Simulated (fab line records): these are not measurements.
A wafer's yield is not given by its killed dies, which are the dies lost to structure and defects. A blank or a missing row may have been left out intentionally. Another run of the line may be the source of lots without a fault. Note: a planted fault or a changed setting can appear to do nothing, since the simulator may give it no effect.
Matching of chambers | flow nandHarc | NHARC_A_STAIRCASE_STRIP_476 on rieDiel-08 has 4 sister chambers
The step strips in O2, time 20 s. 20 wafers are shown with their chamber, then 10 later ones without.

== WAFERS PAIRED WITH THEIR CHAMBERS ==
wafer  | chamber | showerheadPlenumPTorr (Torr) | oesProductAu (a.u.) | rfVppV (V)
L078.1 | 3       | 3.44                         | 1.015               | 57.1
L078.2 | 2       | 3.37                         | 0.989               | 57.5
L078.6 | 1       | 3.62                         | 0.992               | 58.4
L080.2 | 1       | 3.61                         | 0.990               | 56.8
L080.5 | 1       | 3.61                         | 0.993               | 56.7
L080.6 | 0       | 3.67                         | 1.001               | 58.8
L081.1 | 2       | 3.37                         | 0.991               | 57.3
L081.5 | 3       | 3.43                         | 0.995               | 57.7
L081.6 | 2       | 3.37                         | 0.986               | 56.9
L083.4 | 2       | 3.36                         | 0.995               | 58.7
L083.5 | 3       | 3.43                         | 1.004               | 56.3
L083.6 | 1       | 3.61                         | 0.994               | 57.6
L085.2 | 0       | 3.66                         | 0.995               | 57.3
L085.4 | 1       | 3.61                         | 0.986               | 57.7
L085.6 | 0       | 3.66                         | 0.991               | 57.8
L087.1 | 3       | 3.43                         | 0.999               | 57.2
L087.4 | 2       | 3.36                         | 0.997               | 58.1
L087.6 | 2       | 3.36                         | 0.997               | 58.0
L091.1 | 3       | 3.42                         | 0.997               | 57.6
L091.3 | 2       | 3.36                         | 0.989               | 59.1

SIGNATURES (averages over the wafers above)
reading               | chamber 0 | chamber 1 | chamber 2 | chamber 3 | scatter within a chamber
showerheadPlenumPTorr | 3.6633    | 3.6120    | 3.3643    | 3.4300    | 0.00569
oesProductAu          | 0.99567   | 0.99100   | 0.99200   | 1.00200   | 0.00537
rfVppV                | 57.967    | 57.440    | 57.943    | 57.180    | 0.707
Rule: for a wafer and a chamber, the distance is found by dividing, reading by reading, the gap between the wafer's reading and the chamber's mean by the reading's scatter, squaring, summing and taking the root. The wafer belongs to the nearest chamber; if the next one is less than 2 further off, it can't be placed. The scatter: take each reading less its chamber's mean, square it, sum over the shown wafers, divide by the number of wafers less the number of chambers, and take the root.

== WAFERS WHOSE CHAMBER IS MISSING ==
wafer  | showerheadPlenumPTorr (Torr) | oesProductAu (a.u.) | rfVppV (V)
L091.6 | 3.60                         | 0.992               | 57.4
L090.1 | 3.66                         | 0.998               | 57.2
L090.5 | 3.36                         | 0.991               | 58.0
L090.6 | 3.42                         | 1.004               | 58.0
L093.1 | 3.65                         | 1.010               | 58.7
L093.2 | 3.60                         | 1.006               | 57.0
L093.4 | 3.35                         | 0.991               | 56.4
L097.3 | 3.60                         | 0.984               | 58.1
L097.5 | 3.60                         | 0.995               | 58.0
L097.6 | 3.65                         | 0.998               | 58.5

== WHICH CHAMBER EACH WENT THROUGH ==
wafer  | from the rows above | in truth
L091.6 | 1                   | 1
L090.1 | 0                   | 0
L090.5 | 2                   | 2
L090.6 | 3                   | 3
L093.1 | 0                   | 0
L093.2 | 1                   | 1
L093.4 | 2                   | 2
L097.3 | 1                   | 1
L097.5 | 1                   | 1
L097.6 | 0                   | 0
Correct placement for 10 of the 10. Left unplaced by these rows: 0. Placed wrongly: 0.
